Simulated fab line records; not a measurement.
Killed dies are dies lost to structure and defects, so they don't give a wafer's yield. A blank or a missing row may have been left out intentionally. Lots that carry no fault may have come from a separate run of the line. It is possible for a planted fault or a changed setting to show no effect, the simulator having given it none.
Matching of chambers	flow n5-finfet	N5_BEOL_M3_ALD_84 on ald-metal-03 has 4 sister chambers
The step deposits TaN, pulse time 2 s, purge time 3 s, co reactant purge time 2 s. 22 wafers are shown with their chamber, then 11 later ones without.

EACH WAFER AND ITS CHAMBER
wafer	chamber	heater-power-w (W)
L075.3	1	398
L075.5	1	392
L075.6	0	514
L078.1	3	454
L078.3	0	504
L078.5	0	512
L081.1	0	505
L081.2	2	406
L081.5	1	388
L083.1	2	404
L083.3	0	492
L083.6	1	395
L085.3	3	455
L085.4	1	396
L085.6	3	451
L087.3	2	412
L087.5	2	403
L087.6	1	393
L088.1	0	501
L088.3	1	393
L088.5	1	397
L089.3	2	417

SIGNATURES (means of the wafers above)
reading	chamber 0	chamber 1	chamber 2	chamber 3	scatter within a chamber
heater-power-w	504.67	394.00	408.40	453.33	5.46
Rule: a wafer lies at a distance from a chamber equal to the root of the sum of squares, over the readings, of (its reading less the chamber's mean, divided by the reading's scatter). If the next closest chamber is less than 2 further off than the closest, the wafer can't be placed; otherwise it belongs to the closest. The scatter is the square root of a quotient: the sum, over the shown wafers, of each reading's squared deviation from its chamber's mean, divided by wafers minus chambers.

WAFERS WITHOUT THEIR CHAMBER
wafer	heater-power-w (W)
L089.5	497
L089.6	394
L094.1	473
L094.2	408
L094.3	394
L094.4	514
L094.5	500
L094.6	456
L095.1	397
L095.2	452
L095.5	402

EACH ONE'S CHAMBER
wafer	from the rows above	in truth
L089.5	0	0
L089.6	1	1
L094.1	3	3
L094.2	2	2
L094.3	1	1
L094.4	0	0
L094.5	0	0
L094.6	3	3
L095.1	can't be placed: 1 or 2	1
L095.2	3	3
L095.5	can't be placed: 2 or 1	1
Placed correctly: 9 of 11. Can't be placed from these rows: 2 (the true chamber is among the candidates in 2). Wrongly placed: 0.
